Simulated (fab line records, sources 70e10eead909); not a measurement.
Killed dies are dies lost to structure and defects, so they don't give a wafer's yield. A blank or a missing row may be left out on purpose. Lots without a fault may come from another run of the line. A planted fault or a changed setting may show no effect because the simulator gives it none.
fab line records | flow nand_harc
record lots=7 wafers=21 last_day=33
route steps=1302 shown A_CHANNEL_FILL_D2@612 A_STAIRCASE@639 END@1301
lots that met no fault: from a run of the same line without faults
start_h: hours from the record's first day to the start of the lot's first wafer shown | wait_h: hours since the lot's step before | " the same as in the row above | L1.1+2: a row that stands for several wafers | - no value, or no start given | * or withheld: withheld | < > ~ a bound
route shown NAME@n: a module of which the file shows steps, and the number in the route of the first | usual: mean/standard deviation of fault-free wafers | same: alike in all rows | chamber/n: place in a boat | sites: the reading at each site | _std_site: their standard deviation | _edge_site: outer sites' mean less inner sites' | radius_mm: how far each site lies from the wafer's centre | mask NAME#n: copy n | behind: the tool/chamber that last shaped the wafer | hold: why the lot was held/for how many hours/how that ended | device: the transistor (n, p or np) that didn't switch | end of line: the same wafers' tests at the end of the route | a step without rows: its recipe alone | killed: dies lost to structure and defects at the first sort, not the wafer's yield | map: a wafer's dies, x killed, . not, _ none there
set.NAME: the setting as run; set.NAME@STEP: as run at that earlier step | model.NAME: the simulator's own value behind a step, which no gauge read
lots at some steps of the route; a table a step, a row a wafer
services: from which hour (start_h, from the record's first day; less than 0 if before it) a tool's chamber was out of use, for how many hours, and why
## steps
# step NHARC_A_CHANNEL_FILL_D2_ALD_02
# recipe target_thk_a=60 pulse_time_s=10 ald_cycles=60 temp_c=300 material=SiO2
# step NHARC_A_CHANNEL_FILL_D2_ALD_03
# recipe target_thk_a=60 pulse_time_s=60 ald_cycles=58 temp_c=630 pressure_torr=2 material=SiNx
# step NHARC_A_CHANNEL_FILL_D2_ALD_14
# recipe target_thk_a=25 pulse_time_s=10 ald_cycles=25 temp_c=300 material=SiO2
# step NHARC_A_CHANNEL_FILL_D2_ALD_15
# recipe target_thk_a=20 pulse_time_s=60 ald_cycles=19 temp_c=630 pressure_torr=2 material=SiNx
# step NHARC_A_CHANNEL_FILL_D2_ALD_16
# recipe target_thk_a=15 pulse_time_s=10 ald_cycles=15 temp_c=300 material=SiO2
# usual heater_power_w=434/40 precursor_pulse_height_rel=1.001/0.021
# columns lot.wafer tool chamber start_h wait_h heater_power_w precursor_pulse_height_rel
L333.3 ald_hk-01 1 426.89 0.0 417 0.978
L333.2 " 0 " " 488 1.004
L333.5 " 1 " " 414 1.017
L335.1 ald_hk-01 2 435.19 0.0 426 1.011
L335.2 " 3 " " 367 0.977
L335.5 " 2 " " 428 0.954
L337.2 ald_hk-01 2 451.62 0.0 427 0.996
L337.4 " 3 " " 366 0.966
L337.1 " 0 " " 478 0.989
L336.1 ald_hk-01 2 451.78 0.2 425 1.012
L336.4 " 3 " " 360 1.002
L336.6 " 3 " " 361 1.031
L342.2 ald_hk-03 0 518.53 0.0 426 1.011
L342.4 " 1 " " 432 1.039
L342.6 " 1 " " 429 0.959
L343.2 ald_hk-01 2 518.54 0.0 410 0.983
L343.3 " 3 " " 348 1.007
L343.1 " 0 " " 491 0.988
L344.3 ald_hk-03 3 534.61 0.1 410 1.008
L344.6 " 1 " " 428 0.998
L344.5 " 2 " " 472 1.045
# step NHARC_A_CHANNEL_FILL_D2_ANNEAL_17
# recipe temp_c=850 time_s=1800
# step NHARC_A_CHANNEL_FILL_D2_CVD_18
# recipe target_thk_a=30 temp_c=550 material=poly-Si
# step NHARC_A_CHANNEL_FILL_D2_ETCHBACK_19
# recipe target_depth_a=50 time_s=1.7 hbr_flow_sccm=150 cl2_flow_sccm=50 rf_w=400 icp_w=400 bias_w=100 chemistry=HBr/Cl2
# step NHARC_A_CHANNEL_FILL_D2_ETCHBACK_20
# recipe target_depth_a=270 time_s=13.5 c4f8_flow_sccm=withheld o2_flow_sccm=8 ar_flow_sccm=withheld rf_w=600 bias_w=1500 chemistry=C4F8/O2/Ar
# usual oes_product_au=0.989/0.018 rf_vpp_V=979/5.6
# columns lot.wafer tool chamber start_h wait_h oes_product_au rf_hours_counter_h rf_vpp_V
L333.2 rie_diel-05 1 438.82 - 0.994 1 987
L333.3 " 2 " " 0.992 1 968
L333.5 " 1 " " 1.000 - 986
L335.2 rie_diel-07 3 447.92 - 0.983 5 975
L335.1 " 2 " " 1.010 5 981
L335.5 " 3 " " 0.991 - 975
L337.2 rie_diel-05 2 463.53 - 0.999 2 970
L337.1 " 3 " " 1.003 2 981
L337.4 " 0 " " 0.984 2 976
L336.1 rie_diel-07 0 463.55 - 0.998 5 978
L336.6 " 1 " " 0.995 - 984
L336.4 " 2 " " 1.001 - 979
L343.1 rie_diel-11 1 530.81 - 0.990 18 980
L343.3 " 3 " " 0.998 14 971
L343.2 " 0 " " 1.002 16 982
L342.2 rie_diel-07 0 530.82 - 0.973 1 979
L342.4 " 1 " " 0.963 1 987
L342.6 " 0 " " 0.975 - 978
L344.3 rie_diel-05 3 546.62 - 0.998 4 981
L344.5 " 0 " " 1.004 - 975
L344.6 " 1 " " 1.003 - 986
# step NHARC_A_CHANNEL_FILL_D2_STRIP_28
# recipe time_s=20 o2_flow_sccm=500 ar_flow_sccm=0 bias_w=0 chemistry=O2
# step NHARC_A_CHANNEL_FILL_D2_PRECLEAN_21
# recipe time_s=30 chemistry=dHF
# step NHARC_A_CHANNEL_FILL_D2_SRD_23
# step NHARC_A_CHANNEL_FILL_D2_CVD_05
# recipe target_thk_a=50 temp_c=550 material=poly-Si
# usual spike_tc_bottom_C=572.5/1.8 spike_tc_centre_C=550.8/1.1
# columns lot.wafer tool chamber start_h wait_h spike_tc_bottom_C spike_tc_centre_C
L333.2 lpcvd_poly-02 0 441.49 2.4 574.5 549.7
L333.3 " 0 " " 574.6 549.8
L333.5 " 0 " " 574.4 552.3
L335.1 lpcvd_poly-02 - 450.57 2.4 - -
L335.2 " - " " - -
L335.5 " - " " - -
L336.1 lpcvd_poly-04 - 466.09 2.3 - -
L336.4 " - " " - -
L336.6 " - " " - -
L337.1 lpcvd_poly-04 - 466.09 2.3 - -
L337.2 " - " " - -
L337.4 " - " " - -
L342.2 lpcvd_poly-02 0 533.47 2.4 574.8 551.3
L342.4 " 0 " " 575.0 550.2
L342.6 " 0 " " 572.8 550.5
L343.1 lpcvd_poly-02 0 533.47 2.4 572.5 551.2
L343.2 " 0 " " 575.4 551.0
L343.3 " 0 " " 575.0 550.9
L344.3 lpcvd_poly-03 0 549.08 2.3 569.5 551.2
L344.5 " 0 " " 570.3 551.9
L344.6 " 0 " " 570.3 549.5
# step NHARC_A_CHANNEL_FILL_D2_ANNEAL_22
# recipe temp_c=620 time_s=7200
# step NHARC_A_CHANNEL_FILL_D2_ALD_25
# recipe target_thk_a=600 pulse_time_s=10 ald_cycles=600 temp_c=300 material=SiOx
# step NHARC_A_CHANNEL_FILL_D2_ETCHBACK_08
# recipe target_depth_a=2200 time_s=110 c4f8_flow_sccm=20 ar_flow_sccm=withheld rf_w=600 bias_w=300 chemistry=C4F8
# step NHARC_A_CHANNEL_FILL_D2_STRIP_29
# recipe time_s=20 o2_flow_sccm=500 ar_flow_sccm=0 bias_w=0 chemistry=O2
# step NHARC_A_CHANNEL_FILL_D2_PRECLEAN_30
# recipe time_s=30 chemistry=dHF
# step NHARC_A_CHANNEL_FILL_D2_SRD_31
# step NHARC_A_CHANNEL_FILL_D2_CVD_09
# recipe target_thk_a=1500 temp_c=620 pressure_mtorr=200 time_s=3000 material=poly-Si
# step NHARC_A_CHANNEL_FILL_D2_CMP_10
# recipe target_thk_nm=150
# usual motor_current_A=12.7/0.7 retaining_ring_pressure_frac=1.000/0.0053 time_to_endpoint_s=15.2/2.3
# columns lot.wafer tool chamber start_h wait_h motor_current_A retaining_ring_pressure_frac time_to_endpoint_s
L333.2 cmp-02 3 461.63 0.4 14.3 1.002 15.4
L333.3 " 0 " " 12.1 1.006 12.4
L333.5 " 3 " " 15.3 1.003 17.5
L335.1 cmp-02 0 471.45 0.4 12.0 0.996 14.3
L335.2 " 3 " " 13.8 1.000 16.1
L335.5 " 0 " " 12.1 0.996 14.5
L336.1 cmp-02 3 487.19 0.4 13.9 1.005 15.4
L336.4 " 1 " " 12.6 1.006 14.4
L336.6 " 0 " " 11.4 0.994 15.5
L337.4 cmp-03 3 487.19 0.4 12.1 0.994 12.7
L337.1 " 0 " " 13.0 1.003 13.2
L337.2 " 2 " " 12.6 0.998 11.8
L343.3 cmp-01 1 555.43 1.5 12.2 0.993 19.7
L343.2 " 2 " " 13.0 1.001 17.7
L343.1 " 3 " " 12.0 1.004 19.5
L342.4 cmp-01 2 555.60 1.7 12.6 1.000 16.1
L342.2 " 0 " " 12.6 1.005 17.0
L342.6 " 1 " " 12.4 0.998 15.1
L344.3 cmp-03 2 569.43 0.4 12.4 1.001 16.4
L344.6 " 2 " " 11.8 1.007 14.9
L344.5 " 3 " " 12.1 1.004 17.2
# step NHARC_A_CHANNEL_FILL_D2_SRD_12
# step NHARC_A_CHANNEL_FILL_D2_RTA_24
# recipe temp_c=1000 time_s=5
# step NHARC_A_CHANNEL_FILL_D2_INSPECT_13
# usual raw_defect_count=423/170
# columns lot.wafer tool chamber start_h wait_h raw_defect_count
L333.2 defect_inspect-02 - 462.22 0.1 687
L333.3 " - " " 796
L333.5 " - " " 646
L335.1 defect_inspect-01 - 472.06 0.2 381
L335.2 " - " " 695
L335.5 " - " " 658
L337.1 defect_inspect-01 - 487.80 0.2 371
L337.2 " - " " 180
L337.4 " - " " 310
L336.1 defect_inspect-02 - 487.81 0.2 547
L336.4 " - " " 505
L336.6 " - " " 326
L343.1 defect_inspect-02 - 556.04 0.2 717
L343.2 " - " " 684
L343.3 " - " " 290
L342.2 defect_inspect-01 - 556.21 0.1 298
L342.4 " - " " 206
L342.6 " - " " 409
L344.3 defect_inspect-02 - 570.04 0.1 262
L344.5 " - " " 297
L344.6 " - " " 276
# step NHARC_A_STAIRCASE_DEP_156
# recipe target_thk_a=500 temp_c=400 target_thk_nm=50 flow_sccm=200 rf_w=450 material=SiNx
# usual heater_power_w=683/79 showerhead_vpp_V=1300/66
# columns lot.wafer tool chamber start_h wait_h heater_power_w showerhead_vpp_V
L333.2 pecvd-03 1 462.40 0.2 661 1296
L333.3 " 2 " " 550 1292
L333.5 " 2 " " 558 1301
L335.1 pecvd-02 0 472.16 0.1 682 1215
L335.2 " 1 " " 612 1313
L335.5 " 0 " " 700 1236
L337.1 pecvd-02 1 487.87 0.1 670 1313
L337.2 " 0 " " 709 1215
L337.4 " 2 " " 679 1365
L336.1 pecvd-04 0 487.93 0.1 661 1412
L336.6 " 1 " " 725 1192
L336.4 " 0 " " 669 1415
L343.1 pecvd-02 2 556.11 0.1 648 1353
L343.2 " 2 " " 685 1371
L343.3 " 2 " " 680 1389
L342.2 pecvd-04 1 556.64 0.4 725 1184
L342.4 " 0 " " 682 1410
L342.6 " 1 " " 724 1204
L344.3 pecvd-02 1 570.14 0.1 610 1315
L344.5 " 0 " " 674 1230
L344.6 " 2 " " 688 1347
# step NHARC_A_STAIRCASE_DEHYDRATE_158
# recipe temp_c=150 time_s=120
# step NHARC_A_STAIRCASE_HMDS_159
# recipe time_s=30
# step NHARC_A_STAIRCASE_COAT_160
# recipe spin_rpm=1200
# step NHARC_A_STAIRCASE_SOFTBAKE_161
# recipe temp_c=135 time_s=170
# step NHARC_A_STAIRCASE_EBR_162
# step NHARC_A_STAIRCASE_EXPOSE_163
# recipe na=0.5 dose_mj=20.01 mask_id=STAIR_OPEN
# step NHARC_A_STAIRCASE_PEB_164
# recipe peb_temp_c=115 peb_time_s=130
# step NHARC_A_STAIRCASE_DEVELOP_165
# recipe time_s=140
# step NHARC_A_STAIRCASE_HARDBAKE_167
# recipe temp_c=120 time_s=140
# step NHARC_A_STAIRCASE_DESCUM_168
# recipe time_s=3 o2_flow_sccm=200 ar_flow_sccm=0 bias_power_w=0 chemistry=O2
# step NHARC_A_STAIRCASE_ETCH_169
# recipe target_depth_a=500 time_s=107.1 ion_energy_ev=120 ch3f_flow_sccm=50 o2_flow_sccm=30 ar_flow_sccm=200 rf_w=500 bias_w=100 chemistry=CH3F/O2
# step NHARC_A_STAIRCASE_ETCH_170
# recipe target_depth_a=2000 time_s=66.667 ion_energy_ev=250 c4f6_flow_sccm=25 o2_flow_sccm=20 ar_flow_sccm=500 rf_w=600 bias_w=500 chemistry=C4F6/O2
# step NHARC_A_STAIRCASE_STRIP_171
# recipe power_w=1500 temp_c=250 chemistry=O2
# usual drypump_motor_current_A=5.6/0.39 heater_power_w=362/13
# columns lot.wafer tool chamber start_h wait_h drypump_motor_current_A heater_power_w rf_hours_counter_h
L333.2 plasma_asher-01 0 464.09 - 5.5 370 25
L333.3 " 0 " " 5.5 361 -
L333.5 " 0 " " 5.4 364 -
L335.2 plasma_asher-01 0 473.34 - 5.4 366 27
L335.1 " 1 " " 5.9 357 27
L335.5 " 0 " " 5.4 369 -
L337.2 plasma_asher-02 1 489.07 - 5.0 376 12
L337.1 " 0 " " 6.0 369 12
L337.4 " 1 " " 5.0 383 -
L336.1 plasma_asher-01 1 489.24 - 5.9 352 32
L336.4 " 0 " " 5.5 364 -
L336.6 " 0 " " 5.5 376 -
L343.2 plasma_asher-01 0 557.63 - 5.5 358 9
L343.1 " 1 " " 5.9 339 9
L343.3 " 1 " " 5.9 343 -
L342.2 plasma_asher-02 0 557.91 - 6.0 354 24
L342.4 " 1 " " 5.0 379 -
L342.6 " 1 " " 5.0 385 -
L344.3 plasma_asher-01 0 571.74 - 5.5 376 -
L344.6 " 1 " " 5.9 343 -
L344.5 " 0 " " 5.5 357 -
# step NHARC_END_WLT_00
# usual VT_DECK1_BOTTOM=0.876/0.0063 VT_DECK1_BOTTOM_INNER=0.876/0.0061 VT_DECK1_MEDIAN_NEAR_BOTTOM=0.877/0.007 VT_DECK1_MEDIAN_NEAR_BOTTOM_INNER=0.878/0.0069 VT_DECK1_MIDDLE=0.889/0.0061 VT_DECK1_MIDDLE_INNER=0.889/0.0062 VT_DECK1_TOP=0.901/0.006 VT_DECK1_TOP_INNER=0.901/0.0065 VT_DECK2_BOTTOM=0.874/0.0068 VT_DECK2_BOTTOM_INNER=0.874/0.0064 VT_DECK2_MEDIAN_NEAR_BOTTOM=0.875/0.0067 VT_DECK2_MEDIAN_NEAR_BOTTOM_INNER=0.875/0.0073 VT_DECK2_MIDDLE=0.886/0.0069 VT_DECK2_MIDDLE_INNER=0.887/0.0076 VT_DECK2_TOP=0.898/0.0082 VT_DECK2_TOP_INNER=0.898/0.0073
# columns lot.wafer tool chamber start_h wait_h hold VT_DECK1_BOTTOM VT_DECK1_BOTTOM_INNER VT_DECK1_MEDIAN_NEAR_BOTTOM VT_DECK1_MEDIAN_NEAR_BOTTOM_INNER VT_DECK1_MIDDLE VT_DECK1_MIDDLE_INNER VT_DECK1_TOP VT_DECK1_TOP_INNER VT_DECK2_BOTTOM VT_DECK2_BOTTOM_INNER VT_DECK2_MEDIAN_NEAR_BOTTOM VT_DECK2_MEDIAN_NEAR_BOTTOM_INNER VT_DECK2_MIDDLE VT_DECK2_MIDDLE_INNER VT_DECK2_TOP VT_DECK2_TOP_INNER
L333.2 prober-02 - 679.20 0.6 - 0.881 0.884 0.879 0.884 0.890 0.893 0.899 0.902 0.867 0.871 0.879 0.873 0.887 0.885 0.904 0.899
L333.3 " - " " - 0.887 0.876 0.877 0.878 0.893 0.896 0.903 0.897 0.881 0.867 0.873 0.873 0.884 0.889 0.903 0.904
L333.5 " - 680.72 2.1 - 0.874 0.872 0.880 0.881 0.893 0.889 0.901 0.901 0.876 0.878 0.875 0.871 0.886 0.885 0.897 0.896
L335.1 prober-02 - 693.93 0.1 await_dispo/0.2h/release 5.967 6.043 5.990 6.057 5.990 6.037 6.027 6.046 5.978 5.994 6.017 6.048 5.999 6.030 5.964 5.996
L335.2 " - " " await_dispo/0.2h/release 6.053 6.028 6.025 6.035 5.999 5.981 5.966 6.017 5.971 6.062 6.007 6.001 6.000 6.015 5.976 5.985
L335.5 " - 695.94 2.1 await_dispo/0.2h/release 6.011 5.994 6.071 6.025 5.984 6.031 6.041 6.002 5.966 6.016 5.964 6.015 6.008 6.011 5.995 6.022
L335.1 prober-02 - 699.31 4.9 - 5.993 6.005 6.051 5.953 6.003 5.982 6.043 5.968 6.000 5.972 6.025 5.982 6.072 6.005 5.992 5.955
L335.2 " - " " - 5.983 5.963 5.995 5.991 6.002 6.008 6.048 5.978 6.009 5.962 6.012 6.009 5.994 6.017 6.032 6.028
L335.5 " - 701.32 4.9 - 6.014 5.960 5.981 5.992 6.002 6.024 5.967 5.956 6.009 5.974 6.011 5.952 5.999 6.007 6.046 6.018
L337.1 prober-01 - 697.33 0.0 await_dispo/0.2h/release 5.959 6.024 6.008 6.034 5.966 5.980 6.043 6.037 5.994 6.023 5.981 5.969 5.982 5.938 6.000 6.040
L337.2 " - " " await_dispo/0.2h/release 5.991 5.973 6.028 6.031 5.974 5.969 5.987 6.036 6.056 5.955 5.987 5.996 6.019 6.040 5.947 5.990
L337.4 " - " " await_dispo/0.2h/release 5.982 6.017 6.013 6.024 5.953 6.025 6.027 6.014 5.969 5.994 5.967 6.022 5.989 5.965 5.996 6.012
L337.1 prober-01 - 705.11 7.3 - 6.004 6.012 6.017 5.993 6.022 5.948 6.001 6.005 5.955 6.021 5.991 6.018 5.986 6.023 5.996 6.080
L337.2 " - " " - 5.971 5.982 5.979 5.998 6.004 6.012 5.994 6.013 5.986 5.992 5.988 5.976 5.976 6.001 5.984 6.022
L337.4 " - " " - 6.051 6.024 5.997 5.969 6.022 6.018 5.998 6.003 5.944 6.032 6.016 6.055 5.995 5.988 6.023 6.007
L336.1 prober-02 - 704.15 6.9 await_dispo/0.2h/release 6.027 5.960 6.009 5.991 6.002 6.000 5.949 6.014 6.051 5.996 5.981 6.014 6.018 5.974 5.937 6.027
L336.4 " - 705.65 8.4 await_dispo/0.2h/release 6.003 6.027 6.012 5.951 5.982 6.025 6.030 5.985 5.999 6.001 5.977 6.026 5.953 5.974 6.010 6.012
L336.6 " - 706.65 9.4 await_dispo/0.2h/release 6.033 5.955 6.008 5.975 5.964 5.975 5.943 6.000 6.017 5.998 5.997 6.001 5.993 5.913 5.948 5.944
L336.1 prober-02 - 712.00 7.3 - 5.936 5.944 5.975 5.989 5.954 5.957 6.053 6.020 5.966 5.975 5.993 6.039 6.018 6.019 6.005 6.008
L336.4 " - 713.50 7.3 - 6.051 5.967 6.033 5.968 6.003 5.976 5.986 5.983 5.991 6.055 5.972 6.030 5.962 6.034 5.945 6.037
L336.6 " - " " - 6.003 5.972 5.998 5.986 5.948 5.953 5.948 6.002 6.040 5.984 5.954 6.008 5.998 5.959 5.986 6.053
L343.1 prober-01 - 769.17 0.0 - 0.875 0.875 0.872 0.875 0.880 0.885 0.901 0.904 0.872 0.868 0.884 0.880 0.883 0.881 0.893 0.896
L343.2 " - " " - 0.873 0.879 0.885 0.881 0.892 0.887 0.899 0.901 0.863 0.872 0.875 0.870 0.883 0.889 0.892 0.894
L343.3 " - " " - 0.879 0.867 0.872 0.873 0.895 0.890 0.904 0.896 0.879 0.870 0.878 0.875 0.888 0.880 0.888 0.894
L344.3 prober-02 - 770.77 1.6 - 0.882 0.887 0.890 0.880 0.899 0.898 0.902 0.911 0.864 0.870 0.872 0.879 0.884 0.888 0.897 0.890
L344.5 " - 771.77 2.6 - 0.885 0.885 0.888 0.886 0.899 0.893 0.910 0.911 0.877 0.871 0.874 0.876 0.884 0.890 0.893 0.911
L344.6 " - " " - 0.883 0.884 0.879 0.880 0.889 0.894 0.904 0.909 0.876 0.870 0.873 0.875 0.887 0.883 0.893 0.902
L342.2 prober-01 - 778.18 0.6 - 0.868 0.870 0.869 0.880 0.883 0.884 0.896 0.898 0.870 0.871 0.875 0.872 0.892 0.887 0.903 0.897
L342.4 " - 779.19 1.6 - 0.878 0.868 0.877 0.872 0.890 0.883 0.891 0.899 0.886 0.873 0.870 0.871 0.889 0.893 0.896 0.901
L342.6 " - 780.20 2.6 - 0.878 0.870 0.869 0.877 0.885 0.891 0.886 0.901 0.880 0.870 0.875 0.881 0.886 0.890 0.894 0.896
# step NHARC_END_SORT_01
# recipe temp_c=25
# usual defect_limited_yield=90.6/2.7 killed_at_array=59/19 killed_at_other=0.6/0.85 killed_at_periphery=3.8/2.5 killed_dies=64/19 killed_open=3.3/1.8 killed_short=2.2/1.6
# same gross_dies=677
# columns lot.wafer tool chamber start_h wait_h defect_limited_yield[%] killed_at_array killed_at_other killed_at_periphery killed_dies killed_open killed_short
L333.2 prober-02 0 682.53 2.8 90.5 59 1 4 64 8 0
L333.3 prober-02 0 683.33 3.1 89.1 74 0 0 74 5 2
L333.5 prober-02 0 684.94 3.7 90.8 55 0 7 62 2 3
L343.1 prober-01 0 772.14 2.5 90.7 60 0 3 63 3 3
L343.2 prober-01 0 772.95 2.8 90.0 64 0 4 68 3 3
L343.3 prober-01 0 773.76 3.1 89.5 66 1 4 71 4 4
L344.3 prober-02 0 774.35 3.1 91.1 54 3 3 60 2 2
L344.5 prober-02 0 775.93 3.7 92.0 47 3 4 54 2 2
L344.6 prober-02 0 776.72 4.0 89.1 62 1 11 74 5 6
# killed by level:class
L333.2 A_CHANNEL_HOLE_D1:chamber_film_flake=21 A_CHANNEL_HOLE_D2:chamber_film_flake=19 A_CONTACT:chamber_film_flake=4 A_ZERO_WELL:chamber_film_flake=3 A_STAIRCASE:chamber_film_flake=3 A_WL_FILL:geometric_particle:open=2 P_GATE:chamber_film_flake=2 A_SLIT:chamber_film_flake=2
L333.3 A_CHANNEL_HOLE_D1:chamber_film_flake=35 A_CHANNEL_HOLE_D2:chamber_film_flake=21 A_CONTACT:chamber_film_flake=6 A_ZERO_WELL:chamber_film_flake=3 A_CHANNEL_FILL_D1:geometric_particle:open=2 A_ONON_D2:geometric_particle:open=1 A_CHANNEL_FILL_D2:geometric_particle:short=1 A_SGD_CUT:geometric_particle:short=1
L333.5 A_CHANNEL_HOLE_D1:chamber_film_flake=27 A_CHANNEL_HOLE_D2:chamber_film_flake=13 P_GATE:chamber_film_flake=5 A_CONTACT:chamber_film_flake=5 P_BONDPAD:chamber_film_flake=2 A_WL_FILL:chamber_film_flake=2 A_DECK1_JOINT:geometric_particle:short=1 A_ONON_D2:geometric_particle:short=1
L343.1 A_CHANNEL_HOLE_D2:chamber_film_flake=21 A_CONTACT:chamber_film_flake=10 A_CHANNEL_HOLE_D1:chamber_film_flake=9 A_STAIRCASE:chamber_film_flake=7 A_SLIT:chamber_film_flake=4 P_STI:chamber_film_flake=2 A_ONON_D1:geometric_particle:short=1 A_ONON_D2:geometric_particle:short=1
L343.2 A_CHANNEL_HOLE_D2:chamber_film_flake=26 A_STAIRCASE:chamber_film_flake=11 A_CHANNEL_HOLE_D1:chamber_film_flake=8 A_CONTACT:chamber_film_flake=8 A_SLIT:chamber_film_flake=4 P_STI:chamber_film_flake=3 A_M1:geometric_particle:open=2 A_CHANNEL_FILL_D1:geometric_particle:short=1
L343.3 A_CHANNEL_HOLE_D2:chamber_film_flake=25 A_CHANNEL_HOLE_D1:chamber_film_flake=11 A_STAIRCASE:chamber_film_flake=8 A_CONTACT:chamber_film_flake=7 A_SLIT:chamber_film_flake=6 P_STI:chamber_film_flake=3 A_CHANNEL_FILL_D1:geometric_particle:short=1 A_CHANNEL_FILL_D1:geometric_particle:open=1
L344.3 A_SLIT:chamber_film_flake=35 A_CHANNEL_HOLE_D1:chamber_film_flake=13 THIN_TSV:chamber_film_flake=3 P_GATE:chamber_film_flake=2 P_STI:geometric_particle:open=1 A_CHANNEL_FILL_D2:geometric_particle:open=1 A_CHANNEL_FILL_D2:geometric_particle:short=1 A_WL_FILL:geometric_particle:short=1
L344.5 A_SLIT:chamber_film_flake=28 A_CHANNEL_HOLE_D1:chamber_film_flake=9 A_CONTACT:chamber_film_flake=3 THIN_TSV:chamber_film_flake=3 P_GATE:chamber_film_flake=2 A_STAIRCASE:chamber_film_flake=2 P_CONTACT:geometric_particle:open=1 A_ONON_D1:geometric_particle:open=1
L344.6 A_SLIT:chamber_film_flake=35 A_CHANNEL_HOLE_D1:chamber_film_flake=14 P_STI:chamber_film_flake=4 P_GATE:chamber_film_flake=4 A_CHANNEL_FILL_D2:geometric_particle:open=3 A_ONON_D1:geometric_particle:short=2 A_WL_FILL:geometric_particle:short=2 A_STAIRCASE:chamber_film_flake=2
## services
# columns tool chamber start_h hours kind
rie_diel-05 - 406.60 9.0 pm
pecvd-02 - 408.43 13.0 pm
cmp-02 - 421.99 2.3 repair
plasma_asher-02 - 426.09 9.0 pm
cmp-01 - 426.72 5.4 repair
lpcvd_poly-04 - 427.57 6.2 repair
cmp-02 - 428.50 4.0 pm
cmp-02 - 432.57 0.8 repair
rie_diel-05 1 442.91 7.3 repair
rie_diel-07 3 455.45 12.6 repair
rie_diel-07 - 471.22 9.0 pm
ald_hk-01 - 474.00 10.0 pm
rie_diel-05 - 474.99 1.2 repair
rie_diel-05 1 478.64 6.2 repair
cmp-02 - 482.70 0.8 repair
rie_diel-05 3 498.95 3.1 repair
cmp-02 - 515.14 0.3 repair
plasma_asher-01 - 519.08 9.0 pm
cmp-02 - 526.50 4.0 pm
rie_diel-07 2 533.52 11.6 repair
plasma_asher-01 - 541.54 7.6 repair
pecvd-02 0 545.78 22.0 repair
pecvd-02 1 551.98 4.4 repair
cmp-02 - 553.53 28.1 repair
## key
first_sign step=NHARC_A_CHANNEL_FILL_D2_CVD_05 reading=tool_record direction=missing
effect step=NHARC_END_WLT_00 reading=VT_DECK1_TOP direction=up sigmas=99+ usual=0.901 struck=6.001
met_at NHARC_A_CHANNEL_FILL_D2_CVD_05
struck_wafers L335.1,L335.2,L335.5,L336.1,L336.4,L336.6,L337.1,L337.2,L337.4
tester_left_out L335,L336,L337
onset_between 441.49 450.57
fault kind=skipped_step_whole tool=lpcvd_poly-02,lpcvd_poly-04 chamber=- onset_h=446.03 steps=NHARC_A_CHANNEL_FILL_D2_CVD_05 scope=struck_lots_only
# tester_left_out: of these lots the tester's yield and bins aren't shown, on N5 and GAA mostly nor the transistor test; their killed dies are dies lost to structure and defects alone, not to doping, threshold or leakage, so they don't give the yield
